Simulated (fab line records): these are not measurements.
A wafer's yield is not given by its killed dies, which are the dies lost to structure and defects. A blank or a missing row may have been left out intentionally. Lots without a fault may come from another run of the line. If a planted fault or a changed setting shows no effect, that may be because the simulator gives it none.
fab line records    flow n5-finfet
record lots=4  wafers=11  last-day=18
route steps=1938 shown SD_EPI_P@302 SD_ACTIVATION@330 ILD0@335 BEOL_M4@1111 PASSIVATION@1936
lots with no fault: from the same line, run without faults
start-h: hours from the record's first day to the start of the lot's first wafer shown    wait-h: hours from the lot's prior step to this one    " repeats the value in the row above    L1.1+2: a single row standing in for several wafers    - no value, or no start was given    * or withheld: withheld    < > ~ a bound
route shown NAME@n: a module of which the file shows steps, and the number in the route of the first    usual: mean/standard deviation taken from wafers without a fault    same: alike in all rows    chamber/n: place in a boat    sites: per-site readings    _std_site: standard deviation across them    _edge_site: mean of outer sites minus mean of inner sites    radius-mm: how far each site lies from the wafer's centre    mask NAME#n: copy n    behind: the most recent tool/chamber to have shaped the wafer    hold: the reason the lot was held/the length of the hold in hours/how it ended    device: the transistor (n, p or np) that didn't switch    end of line: the tests these same wafers got at the end of their route    for a step that has no rows: nothing shown but its recipe    killed: the dies lost at the first sort to structure and to defects; this is not the yield of the wafer    map: dies across one wafer; x = killed, . = not, _ = none there
set.NAME: the run value of the setting; set.NAME@STEP: its run value at that earlier step    model.NAME: the simulator's own value behind a step, which no gauge read
lots at some steps of the route; a table a step, a row a wafer
services: a tool's chamber out of use, with start hour (start-h, from the record's first day; less than 0 if before it), hours out, and reason
## steps
# step N5_SD_EPI_P_DEVELOP_08
# recipe develop-time-s=30  developer=TMAH  resist=CAR-ArF-block  dev-temp-c=23  rinse-liquid=diw  dry=air-spin
# step N5_SD_EPI_P_DESCUM_14
# recipe chemistry=O2  time-s=7.9  source-power-w=50  bias-power-w=20  pressure-mtorr=20  rf-frequency-hz=2.712e+07  temp-c=40  resist=CAR-ArF-block  o2-flow-sccm=225
# step N5_SD_EPI_P_ETCH_36
# recipe chemistry=CF4  target=SiARC  target-depth-a=455  mask-material=CAR-ArF-block  time-s=75.8  ion-energy-ev=80  pressure-mtorr=40  source-w=545  bias-w=36  Ar_flow_sccm=100  cf4-flow-sccm=100  ends=cleared
# step N5_SD_EPI_P_ETCH_37
# recipe chemistry=N2/H2  target=SOC  overetch-a=1080  mask-material=SiARC  temp-c=40  ion-energy-ev=100  source-w=3000  bias-w=133  pressure-mtorr=20  time-s=486  n2-flow-sccm=200  h2-flow-sccm=200  ends=end-point
# step N5_SD_EPI_P_STRIP_38
# recipe chemistry=N2/H2  temp-c=40  n2-flow-sccm=200  h2-flow-sccm=200  rf-frequency-hz=6e+07
# step N5_SD_EPI_P_ETCHBACK_46
# recipe chemistry=CH3F/O2  mode=anisotropic-etchback  target=SiNx  target-depth-a=175  stop-on=SiO2  over-etch-frac=0.3  ion-energy-ev=120  pressure-mtorr=30  source-w=395  bias-w=73  Ar_flow_sccm=150  CH3F_flow_sccm=30  O2_flow_sccm=20
# step N5_SD_EPI_P_ETCH_47
# recipe chemistry=CH3F/O2  target=SiOCN  target-depth-a=250  mask-material=SOC  ion-energy-ev=60  bias-w=29  pressure-mtorr=30  source-w=410  Ar_flow_sccm=150  CH3F_flow_sccm=30  O2_flow_sccm=20
# step N5_SD_EPI_P_ETCH_16
# recipe chemistry=CHF3/O2  target=SiO2  target-depth-a=50  mask-material=SOC  pressure-mtorr=30  source-w=650  bias-w=170  Ar_flow_sccm=200  CHF3_flow_sccm=50  O2_flow_sccm=5  ion-energy-ev=200
# step N5_SD_EPI_P_STRIP_50
# recipe chemistry=CHF3/O2  resist=SiARC  rf-frequency-hz=6e+07
# step N5_SD_EPI_P_SD_RECESS_17
# recipe chemistry=HBr/Cl2/O2  target-depth-a=391  bt-time-s=3  pressure-mtorr=10  icp-w=800  bias-w=112  HBr_flow_sccm=150  Cl2_flow_sccm=80  O2_flow_sccm=12
# usual chamber-pressure-mTorr=10.001/0.0099  drypump-motor-current-A=5.6/0.43  oes-product-au=1.008/0.017  throttle-valve-pct=37.24/0.19
lot.wafer  tool       chamber  start-h  wait-h  chamber-pressure-mTorr  drypump-motor-current-A  oes-product-au  rf-hours-counter-h  throttle-valve-pct  model.SD_EPI_P.feature-depth-nm  model.etch.depth-nm
L707.2     rie-si-05  3        91.03    0.0     9.984                   5.3                      1.024           104                 37.24               39.4                             39.34
L707.5     "          2        "        "       9.994                   5.4                      0.999           -                   37.43               38.6                             38.68
L707.6     "          1        "        "       9.992                   6.6                      1.002           -                   37.11               38.6                             38.64
L708.3     rie-si-05  2        99.53    0.0     10.006                  5.4                      1.013           16                  37.44               38.6                             38.63
L708.6     "          1        "        "       9.990                   6.6                      0.998           -                   37.11               35.6                             35.57
L711.2     rie-si-05  0        116.91   0.0     9.970                   5.7                      0.984           2                   37.34               35.6                             35.59
L711.5     "          1        "        "       10.003                  6.6                      1.001           -                   37.10               38.2                             38.14
L711.6     "          3        "        "       10.000                  5.3                      1.016           -                   37.26               36.4                             36.47
L723.2     rie-si-04  2        194.61   0.0     10.000                  5.6                      1.018           82                  37.05               39.6                             39.64
L723.3     "          3        "        "       9.997                   5.4                      0.994           58                  37.33               39.2                             39.16
L723.4     "          1        "        "       10.003                  5.1                      1.009           141                 37.47               39.4                             39.4
# step N5_SD_EPI_P_WET_ETCH_45
# recipe chemistry=dHF  dilution=withheld  time-s=10.7  target=SiO2  target-depth-a=20  temp-c=25  dry=ipa-marangoni  rinse-time-s=30  rinse-temp-c=23
# step N5_SD_EPI_P_STRIP_40
# recipe chemistry=N2/H2  power-w=1000  temp-c=250  h2-frac=0.65  overash-fraction=0.3  pressure-mtorr=withheld  n2-flow-sccm=1750  h2-flow-sccm=3250
# step N5_SD_EPI_P_PRECLEAN_52
# recipe chemistry=O3/DIW  time-s=60  temp-c=22  o3-ppm=10
# step N5_SD_EPI_P_SRD_20
# recipe dry=ipa-marangoni  do-ppb=5  time-s=30  temp-c=23  rinse-liquid=diw
# step N5_SD_EPI_P_PRECLEAN_51
# recipe chemistry=NF3:NH3  afs-cycles=1  temp-c=30  time-s=20  sublimation-temp-c=180  sublimation-time-s=60  pressure-torr=3  rf-power-w=30
# step N5_SD_EPI_P_VAPOR_ETCH_44
# recipe chemistry=NF3/Ar  target=SiGe30  temp-c=25  time-s=3.3  mode=isotropic
# step N5_SD_EPI_P_EPI_21
# recipe material=SiGe:B  dopant=B  temp-c=550  pressure-torr=20  ambient=H2  time-s=355
# step N5_SD_EPI_P_HM_STRIP_48
# recipe chemistry=H3PO4  temp-c=160  material=SiNx  target=SiNx  target-depth-a=30  overetch-fraction=0.3
# step N5_SD_EPI_P_SRD_49
# recipe dry=ipa-marangoni  time-s=30  temp-c=23  rinse-liquid=diw
# step N5_SD_EPI_P_PRECLEAN_24
# recipe chemistry=O3/DIW  time-s=45  temp-c=22  o3-ppm=10
# step N5_SD_EPI_P_PRECLEAN_32
# recipe chemistry=dHF  time-s=10  dilution=500:1  temp-c=25
# step N5_SD_EPI_P_PRECLEAN_33
# recipe chemistry=SC2  time-s=45  temp-c=35  mix=1:1:50
# step N5_SD_EPI_P_SRD_25
# recipe time-s=30  temp-c=23  rinse-liquid=diw  dry=ipa-marangoni
# step N5_SD_ACTIVATION_RTA_00
# recipe temp-c=975  time-s=0  ambient=N2  idle-temp-c=600  ramp-up-c-per-s=150  ramp-down-c-per-s=60  cool-to-c=600
# step N5_SD_ACTIVATION_LSA_01
# recipe temp-c=1080  time-s=0.0008  ambient=N2
# step N5_ILD0_LINER_00
# recipe material=SiNx  target-thk-a=40  temp-c=400  ald-precursor-family=SiH2I2  ald-co-reactant=N2/H2-plasma  pulse-time-s=1  purge-time-s=2  co-reactant-purge-time-s=2  ald-cycles=80  pressure-torr=2
# step N5_ILD0_FCVD_FILL_01
# recipe material=SiO2_flowable  target-thk-a=2000  temp-c=100  pressure-torr=0.8  rf-w=2000  time-s=328.3
# step N5_ILD0_CURE_02
# recipe temp-c=450  time-s=1800  ambient=steam  idle-temp-c=400  ramp-up-c-per-min=5  ramp-down-c-per-min=3  densification-p-h2o-torr=640
# step N5_ILD0_CMP_03
# recipe stop-on=SiNx  t-overpolish-s=1.9  post-cmp-clean=alkaline-brush  down-force-psi=4.1491  platen-rpm=51.796  pad-velocity-m-s=1.0306  target-thk-nm=197.38
# step N5_ILD0_CMP_07
# recipe stop-on=poly-Si  material=SiO2_flowable  t-overpolish-s=1.18  post-cmp-clean=alkaline-brush  down-force-psi=4.1491  platen-rpm=51.796  pad-velocity-m-s=1.0306  target-thk-nm=138.88
# step N5_ILD0_PRECLEAN_10
# recipe chemistry=NF3:NH3  afs-cycles=5  time-s=20  temp-c=30  sublimation-temp-c=180  sublimation-time-s=60  pressure-torr=3  rf-power-w=30
# step N5_ILD0_ALD_15
# recipe material=SiNx  target-thk-a=240  temp-c=400  ald-precursor-family=SiH2I2  ald-co-reactant=N2/H2-plasma  pulse-time-s=1  ald-cycles=480  purge-time-s=2  co-reactant-purge-time-s=2  pressure-torr=2
# step N5_BEOL_M4_RC_MEAS_101
# usual CJ_P=5.78/0.13  DIBL_N=36.1/1.3  DIBL_P=36.1/1.7  IOFF_N=0.154/0.022  IOFF_P=0.201/0.024  ION_N=675/8.9  ION_P=462/5.9  SS_N=71.5/0.49  SS_P=73.3/0.58  VT_N=250.0/2.7  VT_P=-251.3/2.7
lot.wafer  tool       chamber  start-h  wait-h  CJ_P  DIBL_N[mV/V]  DIBL_P[mV/V]  IOFF_N[nA/um]  IOFF_P[nA/um]  ION_N[uA/um]  ION_P[uA/um]  SS_N[mV/dec]  SS_P[mV/dec]  VT_N[mV]  VT_P[mV]
L707.2     prober-01  0        199.62   0.2     5.85  36.3          37.4          0.155          0.218          670           463           71.5          73.2          250.4     -247.9
L707.5     "          0        "        "       5.58  35.3          36.5          0.149          0.199          679           465           70.7          72.7          250.7     -249.7
L707.6     "          0        "        "       5.81  36.4          36.4          0.146          0.194          670           464           71.3          72.7          251.9     -249.2
L708.3     prober-02  0        213.20   0.3     5.59  34.1          32.0          0.123          0.167          670           457           70.9          72.1          253.0     -252.4
L708.6     "          0        "        "       5.27  37.0          34.6          0.175          0.192          687           460           71.6          73.6          247.1     -251.9
L711.2     prober-01  0        234.62   0.2     5.02  36.4          35.1          0.134          0.170          665           450           71.7          72.8          250.6     -254.7
L711.5     "          0        "        "       5.61  36.6          35.9          0.136          0.186          657           446           71.0          73.6          254.9     -253.1
L711.6     "          0        "        "       5.50  35.6          34.3          0.123          0.163          657           450           71.6          72.8          253.1     -254.1
L723.2     prober-02  0        319.63   0.2     5.87  36.8          37.9          0.169          0.246          676           468           71.5          73.4          249.1     -245.1
L723.3     "          0        "        "       5.89  36.7          37.0          0.156          0.218          673           466           72.0          73.1          247.2     -247.4
L723.4     "          0        "        "       5.87  37.7          38.4          0.179          0.248          690           475           71.6          74.0          244.3     -248.4
# step N5_PASSIVATION_PROBE_49
# usual defect-limited-yield=90.9/1.3  killed_at_M0_to_M3=35/10  killed_at_M4_up=15/5.7  killed-at-contacts=14/6.4  killed-at-front-end=40/11  killed-at-other=4/3.1  killed-dies=108/16  killed-open=71/11  killed-short=34/7.7  sort_bin_5_function=5.4/0.9  sort_bin_6_memory=3.4/0.61  sort-n-pass=1072/16  sort-yield-pct=90.9/1.3
# same gross-dies=1180  killed-at-back-side=0  sort_bin_4_leakage[%]=0  sort_bin_8_speed[%]=0
lot.wafer  tool       chamber  start-h  wait-h  defect-limited-yield[%]  killed_at_M0_to_M3  killed_at_M4_up  killed-at-contacts  killed-at-front-end  killed-at-other  killed-dies  killed-open  killed-short  sort_bin_5_function[%]  sort_bin_6_memory[%]  sort-n-pass  sort-yield-pct[%]
L707.2     prober-01  -        299.84   0.1     89.8                     35                  18               16                  46                   5                120          78           41            6.3                     3.6                   1060         89.8
L707.5     prober-01  -        299.99   0.2     88.6                     29                  18               30                  51                   7                135          91           44            7.4                     3.7                   1045         88.6
L707.6     prober-01  -        300.04   0.3     90.1                     29                  7                27                  53                   1                117          78           39            5.2                     4.6                   1063         90.1
# killed by level:class
L707.2 BEOL_M1:geometric-particle:open=16 FIN_SAQP:geometric-particle:short=13 MOL_CONTACT_COAG:geometric-particle:open=12 STI_FIN_REVEAL:geometric-particle:open=9 BEOL_M3:geometric-particle:open=9 BEOL_M4:geometric-particle:open=7 FIN_SAQP:geometric-particle:open=5 BEOL_M5:geometric-particle:open=5
L707.5 MOL_CONTACT_COAG:geometric-particle:open=22 FIN_SAQP:geometric-particle:open=15 STI_FIN_REVEAL:geometric-particle:open=13 FIN_SAQP:geometric-particle:short=11 BEOL_M4:geometric-particle:open=10 BEOL_M2:geometric-particle:open=9 MOL_CONTACT_COAG:geometric-particle:short=8 BEOL_M1:geometric-particle:open=5
L707.6 MOL_CONTACT_COAG:geometric-particle:open=23 FIN_SAQP:geometric-particle:open=14 FIN_SAQP:geometric-particle:short=13 BEOL_M2:geometric-particle:open=10 DUMMY_GATE:geometric-particle:open=5 BEOL_M0_SAQP:geometric-particle:open=5 STI_FIN_REVEAL:geometric-particle:short=4 STI_FIN_REVEAL:geometric-particle:open=4
## services
tool       chamber  start-h  hours  kind
rie-si-04  2        78.74    1.4    repair
rie-si-04  -        108.13   15.6   pm
rie-si-05  2        114.82   13.6   repair
rie-si-05  0        132.67   14.3   repair
rie-si-05  1        141.10   22.8   repair
rie-si-04  3        156.12   8.1    repair
## key
first-sign step=N5_BEOL_M4_RC_MEAS_101  reading=CJ_P  direction=down  sigmas=4  usual=5.78  struck=5.26
effect none on later readings
model-effect step=N5_SD_EPI_P_SD_RECESS_17  value=SD_EPI_P.feature-depth-nm  without=38.53  struck=35.87
met-at N5_SD_EPI_P_SD_RECESS_17
struck-wafers L708.6,L711.2,L711.6
onset-between 91.03 99.53
fault kind=process-parameter-drift  tool=rie-si-05  chamber=-  onset-h=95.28  steps=N5_SD_EPI_P_SD_RECESS_17  channel=target-depth-a  offset=-26.665  shape=step  end-h=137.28  scope=struck-wafers-only  acts-in=these-recipes-only  stated=391
